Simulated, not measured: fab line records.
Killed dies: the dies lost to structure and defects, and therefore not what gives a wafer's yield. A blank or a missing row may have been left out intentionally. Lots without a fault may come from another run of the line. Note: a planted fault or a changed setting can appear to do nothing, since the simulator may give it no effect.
fab line records ; flow nand_harc
record: lots: 13; wafers: 39; last_day: 25
route steps=1159 shown THIN_TSV@1121 END@1159
lots that met no fault: from a run of the same line without faults
start_h: the number of hours between the record's first day and the start of the first shown wafer of the lot ; wait_h: hours since the lot's step before ; " same as the row above ; L1.1+2: several wafers, shown together as one row ; - no value present, or no start provided ; * or withheld: withheld ; < > ~ a bound
route shown NAME@n: names a module that has steps shown in the file, with the first one's number in the route ; usual: the fault-free wafers' mean and standard deviation ; same: alike in all rows ; chamber/n: place in a boat ; sites: the reading at each site ; _std_site: the values' standard deviation ; _edge_site: inner sites' mean taken away from outer sites' mean ; radius_mm: how far each site lies from the wafer's centre ; mask NAME#n: copy n ; behind: the last tool/chamber to shape the wafer ; hold: why the lot went on hold/how many hours it stayed there/how the hold came to an end ; device: the transistor (n, p or np) that didn't switch ; end of line: at the end of the route, the tests of the same wafers ; for a step that has no rows: nothing shown but its recipe ; killed: at the first sort, the dies lost to defects and structure; wafer yield is something else ; map: a wafer's dies, x killed, . not, _ none there
set.NAME: the setting as run; set.NAME@STEP: as run at that earlier step ; model.NAME: the simulator's own value behind a step, which no gauge read
one table for each step of the route and one row for each wafer, over a sample of lots
services: the hour from which a tool's chamber was out of use, counted from the record's first day as start_h (under 0 if before that day), plus the number of hours and why
== steps ==
step: NHARC_THIN_TSV_CD_MEAS_16
usual: cd_nm: 1000.6/2.4
lot.wafer;tool;chamber;start_h;wait_h;cd_nm
L360.2;cd_sem-03;-;431.81;0.1;1000.5
L360.3;cd_sem-03;-;431.81;0.1;1004.1
L360.4;cd_sem-03;-;431.81;0.1;1000.0
L358.3;cd_sem-02;-;432.94;0.1;1002.0
L358.5;cd_sem-02;-;432.94;0.1;1007.2
L358.6;cd_sem-02;-;432.94;0.1;997.8
L362.1;cd_sem-02;-;439.70;0.1;1000.2
L362.5;cd_sem-02;-;439.70;0.1;999.5
L362.6;cd_sem-02;-;439.70;0.1;1001.2
L359.1;cd_sem-03;-;443.44;0.1;1003.7
L359.2;cd_sem-03;-;443.44;0.1;1004.8
L359.5;cd_sem-03;-;443.44;0.1;1006.1
L363.1;cd_sem-02;-;458.69;0.1;1003.0
L363.2;cd_sem-02;-;458.69;0.1;998.7
L363.3;cd_sem-02;-;458.69;0.1;1001.3
L364.1;cd_sem-01;-;485.76;0.1;995.0
L364.3;cd_sem-01;-;485.76;0.1;1001.2
L364.6;cd_sem-01;-;485.76;0.1;998.4
L366.2;cd_sem-02;-;487.24;0.1;1002.8
L366.4;cd_sem-02;-;487.24;0.1;1000.7
L366.6;cd_sem-02;-;487.24;0.1;997.8
L369.1;cd_sem-02;-;495.31;0.1;997.5
L369.3;cd_sem-02;-;495.31;0.1;994.3
L369.5;cd_sem-02;-;495.31;0.1;1000.1
L377.1;cd_sem-03;-;547.08;0.1;1003.3
L377.2;cd_sem-03;-;547.08;0.1;1001.2
L377.3;cd_sem-03;-;547.08;0.1;1002.8
L376.3;cd_sem-02;-;554.45;0.1;999.2
L376.4;cd_sem-02;-;554.45;0.1;999.2
L376.5;cd_sem-02;-;554.45;0.1;998.2
L378.2;cd_sem-03;-;561.42;0.1;1004.8
L378.4;cd_sem-03;-;561.42;0.1;999.7
L378.6;cd_sem-03;-;561.42;0.1;998.8
L379.2;cd_sem-01;-;562.65;0.2;999.1
L379.3;cd_sem-01;-;562.65;0.2;1000.4
L379.4;cd_sem-01;-;562.65;0.2;1004.0
L380.2;cd_sem-01;-;580.16;0.1;999.2
L380.3;cd_sem-01;-;580.16;0.1;999.3
L380.6;cd_sem-01;-;580.16;0.1;1001.8
step: NHARC_THIN_TSV_DEGAS_53
recipe: temp_c: 300; time_s: 60
usual: heater_power_w: 465/52
lot.wafer;tool;chamber;start_h;wait_h;heater_power_w
L360.3;pvd_sputter-03;-;435.76;0.1;502
L360.2;pvd_sputter-03;-;435.76;0.1;435
L360.4;pvd_sputter-03;-;435.76;0.1;446
L358.3;pvd_sputter-01;-;436.75;0.1;542
L358.5;pvd_sputter-01;-;436.75;0.1;549
L358.6;pvd_sputter-01;-;436.75;0.1;477
L362.1;pvd_sputter-01;-;443.55;0.1;478
L362.5;pvd_sputter-01;-;443.55;0.1;483
L362.6;pvd_sputter-01;-;443.55;0.1;537
L359.2;pvd_sputter-01;-;447.30;0.1;489
L359.1;pvd_sputter-01;-;447.30;0.1;378
L359.5;pvd_sputter-01;-;447.30;0.1;382
L363.1;pvd_sputter-02;-;462.80;0.1;444
L363.3;pvd_sputter-02;-;462.80;0.1;434
L363.2;pvd_sputter-02;-;462.80;0.1;394
L364.1;pvd_sputter-01;-;490.04;0.1;484
L364.3;pvd_sputter-01;-;490.04;0.1;532
L364.6;pvd_sputter-01;-;490.04;0.1;547
L366.2;pvd_sputter-02;-;491.13;0.1;514
L366.4;pvd_sputter-02;-;491.13;0.1;447
L366.6;pvd_sputter-02;-;491.13;0.1;436
L369.1;pvd_sputter-02;-;499.14;0.1;383
L369.3;pvd_sputter-02;-;499.14;0.1;440
L369.5;pvd_sputter-02;-;499.14;0.1;517
L377.1;pvd_sputter-01;-;550.92;0.1;534
L377.2;pvd_sputter-01;-;550.92;0.1;471
L377.3;pvd_sputter-01;-;550.92;0.1;529
L376.4;pvd_sputter-01;-;558.35;0.1;527
L376.3;pvd_sputter-01;-;558.35;0.1;483
L376.5;pvd_sputter-01;-;558.35;0.1;389
L378.4;pvd_sputter-01;-;565.82;0.1;487
L378.2;pvd_sputter-01;-;565.82;0.1;510
L378.6;pvd_sputter-01;-;565.82;0.1;484
L379.4;pvd_sputter-02;-;566.76;0.1;513
L379.2;pvd_sputter-02;-;566.76;0.1;444
L379.3;pvd_sputter-02;-;566.76;0.1;450
L380.3;pvd_sputter-02;-;583.94;0.1;451
L380.2;pvd_sputter-02;-;583.94;0.1;487
L380.6;pvd_sputter-02;-;583.94;0.1;426
step: NHARC_THIN_TSV_ETCH_59
recipe: target_depth_a: 8800; icp_w: 900; bias_w: 100; Cl2_flow_sccm: 60; bcl3_flow_sccm: 30; time_s: 138.1; chemistry: Cl2/BCl3
usual: bcl3_flow_sccm: 30.01/0.09; bias_w: 100.0/0.32; drypump_motor_current_A: 5.9/0.59; oes_product_au: 0.999/0.013; throttle_valve_pct: 22.264/0.0089
lot.wafer;tool;chamber;start_h;wait_h;bcl3_flow_sccm;bias_w;drypump_motor_current_A;oes_product_au;rf_hours_counter_h;throttle_valve_pct
L360.2;rie_metal-01;0;437.21;0.1;29.97;100.2;5.7;0.989;2.7;22.269
L360.4;rie_metal-01;0;437.21;0.1;30.09;100.2;5.7;0.987;-;22.274
L360.3;rie_metal-01;1;437.21;0.1;30.07;99.7;5.4;1.008;-;22.262
L358.3;rie_metal-03;1;438.30;0.2;29.98;99.6;6.9;1.004;-;22.270
L358.6;rie_metal-03;0;438.30;0.2;30.11;100.5;5.4;1.018;-;22.258
L358.5;rie_metal-03;1;438.30;0.2;30.00;100.1;6.8;0.990;-;22.268
L362.1;rie_metal-03;0;444.99;0.1;30.15;99.6;5.3;1.009;5.0;22.248
L362.6;rie_metal-03;0;444.99;0.1;29.99;100.3;5.4;1.009;-;22.276
L362.5;rie_metal-03;1;444.99;0.1;29.92;100.5;6.8;1.004;-;22.261
L359.2;rie_metal-03;0;448.75;0.1;29.97;100.0;5.4;1.002;5.2;22.273
L359.1;rie_metal-03;1;448.75;0.1;30.07;100.6;6.8;0.994;5.2;22.267
L359.5;rie_metal-03;1;448.75;0.1;30.07;100.2;6.8;0.997;-;22.243
L363.1;rie_metal-01;0;464.13;0.1;29.92;100.1;5.6;0.999;3.4;22.273
L363.2;rie_metal-01;1;464.13;0.1;29.86;99.7;5.4;1.025;3.4;22.260
L363.3;rie_metal-01;1;464.13;0.1;29.75;100.2;5.4;1.006;-;22.260
L364.1;rie_metal-02;0;491.51;0.1;-;-;-;-;-;-
L364.3;rie_metal-02;1;491.51;0.1;-;-;-;-;-;-
L364.6;rie_metal-02;1;491.51;0.1;-;-;-;-;-;-
L366.2;rie_metal-03;0;492.48;0.1;-;-;-;-;-;-
L366.4;rie_metal-03;0;492.48;0.1;-;-;-;-;-;-
L366.6;rie_metal-03;1;492.48;0.1;-;-;-;-;-;-
L369.1;rie_metal-03;1;500.58;0.1;-;-;-;-;-;-
L369.3;rie_metal-03;0;500.58;0.1;-;-;-;-;-;-
L369.5;rie_metal-03;1;500.58;0.1;-;-;-;-;-;-
L377.2;rie_metal-03;1;552.23;0.1;29.86;99.8;6.9;1.012;2.8;22.280
L377.1;rie_metal-03;0;552.23;0.1;29.97;99.6;5.4;0.996;2.8;22.267
L377.3;rie_metal-03;0;552.23;0.1;30.01;99.6;5.4;1.002;-;22.275
L376.3;rie_metal-01;1;559.82;0.2;30.05;100.0;5.4;0.985;-;22.268
L376.4;rie_metal-01;0;559.82;0.2;30.01;100.1;5.6;0.979;-;22.243
L376.5;rie_metal-01;1;559.82;0.2;29.98;100.0;5.4;0.983;-;22.264
L378.2;rie_metal-01;1;567.26;0.1;30.05;99.9;5.4;0.998;1.5;22.284
L378.4;rie_metal-01;1;567.26;0.1;30.07;100.2;5.4;1.005;-;22.279
L378.6;rie_metal-01;0;567.26;0.1;30.12;100.1;5.6;0.991;-;22.267
L379.2;rie_metal-03;0;568.06;0.1;30.12;99.6;5.4;1.009;3.2;22.267
L379.4;rie_metal-03;0;568.06;0.1;29.89;99.6;5.4;1.009;-;22.268
L379.3;rie_metal-03;1;568.06;0.1;29.95;100.1;6.8;1.014;-;22.271
L380.2;rie_metal-01;0;585.27;0.1;30.04;99.9;5.7;0.989;1.7;22.257
L380.3;rie_metal-01;0;585.27;0.1;30.07;100.1;5.6;0.982;-;22.271
L380.6;rie_metal-01;0;585.27;0.1;30.02;99.8;5.6;0.974;-;22.266
step: NHARC_THIN_TSV_CD_MEAS_37
usual: cd_nm: 5000/3.7
lot.wafer;tool;chamber;start_h;wait_h;cd_nm
L360.2;cd_sem-03;-;438.37;-;5000
L360.3;cd_sem-03;-;438.37;-;5002
L360.4;cd_sem-03;-;438.37;-;4997
L358.3;cd_sem-02;-;439.35;-;5002
L358.5;cd_sem-02;-;439.35;-;5008
L358.6;cd_sem-02;-;439.35;-;5002
L362.1;cd_sem-03;-;446.15;-;5000
L362.5;cd_sem-03;-;446.15;-;4998
L362.6;cd_sem-03;-;446.15;-;5000
L359.1;cd_sem-01;-;449.92;-;5004
L359.2;cd_sem-01;-;449.92;-;5002
L359.5;cd_sem-01;-;449.92;-;5005
L363.1;cd_sem-03;-;465.38;-;4997
L363.2;cd_sem-03;-;465.38;-;5003
L363.3;cd_sem-03;-;465.38;-;4997
L364.1;cd_sem-03;-;492.63;-;4994
L364.3;cd_sem-03;-;492.63;-;5004
L364.6;cd_sem-03;-;492.63;-;4998
L366.2;cd_sem-02;-;493.62;-;4999
L366.4;cd_sem-02;-;493.62;-;4999
L366.6;cd_sem-02;-;493.62;-;4996
L369.1;cd_sem-02;-;502.10;-;4998
L369.3;cd_sem-02;-;502.10;-;4998
L369.5;cd_sem-02;-;502.10;-;4998
L377.1;cd_sem-03;-;553.79;-;5006
L377.2;cd_sem-03;-;553.79;-;5000
L377.3;cd_sem-03;-;553.79;-;5001
L376.3;cd_sem-01;-;560.91;-;4995
L376.4;cd_sem-01;-;560.91;-;4996
L376.5;cd_sem-01;-;560.91;-;4995
L378.2;cd_sem-01;-;568.41;-;5004
L378.4;cd_sem-01;-;568.41;-;4999
L378.6;cd_sem-01;-;568.41;-;4996
L379.2;cd_sem-01;-;569.22;-;4997
L379.3;cd_sem-01;-;569.22;-;4999
L379.4;cd_sem-01;-;569.22;-;5002
L380.2;cd_sem-03;-;586.67;-;4998
L380.3;cd_sem-03;-;586.67;-;5003
L380.6;cd_sem-03;-;586.67;-;5003
step: NHARC_END_SORT_01
recipe: temp_c: 25
usual: defect_limited_yield: 95.5/1.5; killed_at_array: 27/10; killed_at_other: 0.6/0.96; killed_at_periphery: 3.4/2.7; killed_dies: 31/10; killed_open: 2.9/1.8; killed_short: 1.8/1.4; sort_bin_2_pct: 1.4/0.66; sort_bin_3_pct: 0.25/0.23; sort_bin_4_pct: 2.8/0.94; sort_n_pass: 646/10; sort_rim_yield_pct: 96.2/2.6; sort_yield_pct: 95.5/1.5
same: gross_dies: 677; sort_bin_5_pct[%]: 0; sort_bin_6_pct[%]: 0; sort_bin_7_pct[%]: 0; sort_bin_8_pct[%]: 0; sort_rim_n_gross: 106.00
lot.wafer;tool;chamber;start_h;wait_h;defect_limited_yield[%];killed_at_array;killed_at_other;killed_at_periphery;killed_dies;killed_open;killed_short;sort_bin_2_pct[%];sort_bin_3_pct[%];sort_bin_4_pct[%];sort_n_pass;sort_rim_yield_pct[%];sort_yield_pct[%]
L364.1;prober-01;0;501.27;2.5;0;35;640;2;677;1;1;95.4;0;4.6;0;0;0
L364.3;prober-01;0;502.85;3.1;0;35;635;7;677;5;2;96.0;0.30;3.7;0;0;0
L364.6;prober-01;0;505.22;3.9;0;35;633;9;677;7;0;95.4;0.59;4.0;0;0;0
L366.2;prober-02;0;502.08;2.8;0;45;631;1;677;6;1;95.4;0.15;4.4;0;0;0
L366.4;prober-02;0;503.67;3.4;0;42;632;3;677;2;1;95.9;0.89;3.2;0;0;0
L366.6;prober-02;0;505.27;4.0;0;44;630;3;677;5;1;95.6;0.59;3.8;0;0;0
L369.1;prober-01;0;509.55;2.5;0;21;654;2;677;3;2;97.0;0.15;2.8;0;0;0
L369.3;prober-01;0;511.16;3.1;0;12;663;2;677;3;1;98.7;0;1.3;0;0;0
L369.5;prober-01;0;512.77;3.7;0;13;660;4;677;6;2;98.5;0;1.5;0;0;0
killed by level:class
L364.1 THIN_TSV:area_etch=640 A_SLIT:chamber_film_flake=18 A_CHANNEL_HOLE_D1:chamber_film_flake=6 A_STAIRCASE:chamber_film_flake=6 A_CONTACT:chamber_film_flake=3 A_WL_FILL:geometric_particle:short=1 A_CONTACT:geometric_particle:open=1 P_ZERO_WELL:chamber_film_flake=1
L366.2 THIN_TSV:area_etch=631 A_CHANNEL_HOLE_D1:chamber_film_flake=22 A_SLIT:chamber_film_flake=8 A_STAIRCASE:chamber_film_flake=6 A_CONTACT:chamber_film_flake=3 P_M1:geometric_particle:open=1 A_SOURCE_PLATE:geometric_particle:open=1 A_ONON_D1:geometric_particle:open=1
L364.3 THIN_TSV:area_etch=635 A_SLIT:chamber_film_flake=10 A_CHANNEL_HOLE_D1:chamber_film_flake=9 A_STAIRCASE:chamber_film_flake=6 A_CONTACT:chamber_film_flake=4 P_GATE:chamber_film_flake=3 P_M1:geometric_particle:open=1 P_M2:geometric_particle:short=1
L366.4 THIN_TSV:area_etch=632 A_CHANNEL_HOLE_D1:chamber_film_flake=21 A_SLIT:chamber_film_flake=16 A_STAIRCASE:chamber_film_flake=2 A_CONTACT:chamber_film_flake=2 P_CONTACT:geometric_particle:open=1 P_M0:geometric_particle:open=1 A_ONON_D1:geometric_particle:short=1
L364.6 THIN_TSV:area_etch=633 A_CHANNEL_HOLE_D1:chamber_film_flake=16 A_SLIT:chamber_film_flake=9 A_STAIRCASE:chamber_film_flake=7 P_CONTACT:geometric_particle:open=2 P_M0:geometric_particle:open=2 P_GATE:chamber_film_flake=2 P_STI:geometric_particle:open=1
L366.6 THIN_TSV:area_etch=630 A_SLIT:chamber_film_flake=16 A_CHANNEL_HOLE_D1:chamber_film_flake=15 A_STAIRCASE:chamber_film_flake=4 A_CONTACT:chamber_film_flake=4 P_CONTACT:geometric_particle:open=1 P_M2:geometric_particle:open=1 A_ONON_D1:geometric_particle:short=1
L369.1 THIN_TSV:area_etch=651 A_CHANNEL_HOLE_D1:chamber_film_flake=7 A_ZERO_WELL:chamber_film_flake=4 A_STAIRCASE:chamber_film_flake=3 THIN_TSV:chamber_film_flake=3 A_WL_FILL:chamber_film_flake=2 A_ONON_D1:geometric_particle:short=1 A_CHANNEL_FILL_D1:geometric_particle:open=1
L369.3 THIN_TSV:area_etch=662 A_CHANNEL_HOLE_D1:chamber_film_flake=6 A_ONON_D1:geometric_particle:open=2 A_STAIRCASE:chamber_film_flake=2 P_CONTACT:geometric_particle:open=1 A_CHANNEL_FILL_D1:geometric_particle:short=1 P_STI:chamber_film_flake=1 A_CONTACT:chamber_film_flake=1
L369.5 THIN_TSV:area_etch=658 A_STAIRCASE:chamber_film_flake=5 P_CONTACT:geometric_particle:open=3 THIN_TSV:chamber_film_flake=2 P_M0:geometric_particle:open=1 A_CHANNEL_FILL_D1:geometric_particle:open=1 A_WL_FILL:geometric_particle:short=1 A_CONTACT:geometric_particle:short=1
== services ==
tool;chamber;start_h;hours;kind
rie_metal-03;-;453.00;9.0;pm
rie_metal-03;0;453.00;9.0;vent_cycle
rie_metal-03;1;453.00;9.0;vent_cycle
pvd_sputter-03;-;458.00;10.0;pm
rie_metal-03;0;462.00;-;clean
rie_metal-03;1;462.00;-;clean
rie_metal-01;-;462.01;0.3;repair
rie_metal-03;1;475.34;7.7;repair
pvd_sputter-03;-;508.14;6.9;repair
rie_metal-01;-;509.00;9.0;pm
rie_metal-01;0;509.00;9.0;vent_cycle
rie_metal-01;1;509.00;9.0;vent_cycle
pvd_sputter-01;-;514.00;10.0;pm
rie_metal-03;-;515.22;0.4;repair
rie_metal-01;0;518.00;-;clean
rie_metal-01;1;518.00;-;clean
pvd_sputter-03;-;534.05;5.7;repair
rie_metal-02;-;565.00;9.0;pm
rie_metal-02;0;565.00;9.0;vent_cycle
rie_metal-02;1;565.00;9.0;vent_cycle
rie_metal-01;-;569.57;0.2;repair
pvd_sputter-02;-;570.14;10.0;pm
rie_metal-02;0;574.00;-;clean
rie_metal-02;1;574.00;-;clean
== key ==
first_sign: step: NHARC_THIN_TSV_ETCH_59; reading: tool_record; direction: missing
effect: step: NHARC_END_SORT_01; reading: killed_at_other; direction: up; sigmas: 99+; usual: 0.6; struck: 642
more_kills_born_at: NHARC_THIN_TSV_ETCH_59@rie_metal-03: 3861; NHARC_THIN_TSV_ETCH_59@rie_metal-02: 1908
met_at NHARC_THIN_TSV_ETCH_59
struck_lots L364,L366,L369
later_rows_left_out L364.1,L364.3,L364.6,L366.2,L366.4,L366.6,L369.1,L369.3,L369.5
not_acting_at NHARC_THIN_TSV_CD_MEAS_16,NHARC_THIN_TSV_DEGAS_53,NHARC_THIN_TSV_CD_MEAS_37
onset_between 448.75 491.51
fault: kind: skipped_step_whole; tool: rie_metal-02,rie_metal-03; chamber: -; onset_h: 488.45; steps: NHARC_THIN_TSV_ETCH_59; scope: struck_lots_only
later_rows_left_out: the simulator's readings of these wafers behind a module that went badly wrong aren't trusted and aren't shown, but for the sort
